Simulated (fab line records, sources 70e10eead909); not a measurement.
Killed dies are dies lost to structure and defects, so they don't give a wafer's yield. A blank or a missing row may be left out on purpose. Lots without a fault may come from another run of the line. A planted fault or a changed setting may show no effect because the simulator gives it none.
Which tool did it? | flow nand_harc | 6 lots, 18 wafers sampled, at 2 steps of a route of 1159

WHAT THE GAUGES READ, wafer by wafer
NHARC_P_ZERO_WELL_CD_MEAS_24: target cd 720 nm.
lot  | measured    | on        | cd_nm (nm)
L666 | day 1 20:23 | cd_sem-02 | 722.8 719.1 719.8
L668 | day 2 08:27 | cd_sem-01 | 729.8 730.5 729.9
L671 | day 3 02:35 | cd_sem-03 | 728.8 729.1 728.7
L677 | day 4 14:37 | cd_sem-03 | 721.2 720.5 723.3
L684 | day 6 08:35 | cd_sem-03 | 722.3 719.1 721.6
L686 | day 6 20:29 | cd_sem-01 | 720.0 720.8 721.2

WHICH TOOL RAN EACH LOT (tool, then ch and the chambers of the sampled wafers, then the start)
lot  | NHARC_P_ZERO_WELL_EXPOSE_21
L666 | krf_scanner-04 ch 0, day 1 20:14
L668 | krf_scanner-04 ch 0, day 2 08:18
L671 | krf_scanner-04 ch 0, day 3 02:26
L677 | krf_scanner-02 ch 0, day 4 14:27
L684 | krf_scanner-02 ch 0, day 6 08:26
L686 | krf_scanner-03 ch 0, day 6 20:20
- NHARC_P_ZERO_WELL_EXPOSE_21: exposes mask P NWELL, target cd 720 nm.

THE ANSWER, worked out from the rows above alone
Rule: what is usual is taken from the lots themselves. Put in order of their means at a reading, lots are off if they are a third of the lots or fewer, leave a main group of 4 or more, and stand apart from it by a gap of 3 or more times the standard deviation of the main group's means; of several such gaps the widest counts. A main group whose means are all the same, to the digits that the tables above print for the reading, isn't used. A lot without any number at a reading at which 4 lots or more have one is off too. The other lots that the step has rows for count as sound.
Off: L668, L671, at NHARC_P_ZERO_WELL_CD_MEAS_24 (cd_nm). The main group: mean 721.0 nm, standard deviation 0.43.
A tool fits if, at a process step before that reading, it ran every lot that is off, and no sound lot after the first of them. The gauges at NHARC_P_ZERO_WELL_CD_MEAS_24 are tried like those tools. One fits: krf_scanner-04 at NHARC_P_ZERO_WELL_EXPOSE_21. Its last sound lot is L666 (day 1 20:14), its first lot that is off L668 (day 2 08:18): a fault that began between those two fits.

WHAT THE SIMULATOR HAD PUT IN
Process parameter drift: krf_scanner-04, from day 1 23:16 on, at NHARC_P_ZERO_WELL_EXPOSE_21. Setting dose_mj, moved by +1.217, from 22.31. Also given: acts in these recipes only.
Lots struck among those shown: L668, L671. The rule above found the same.
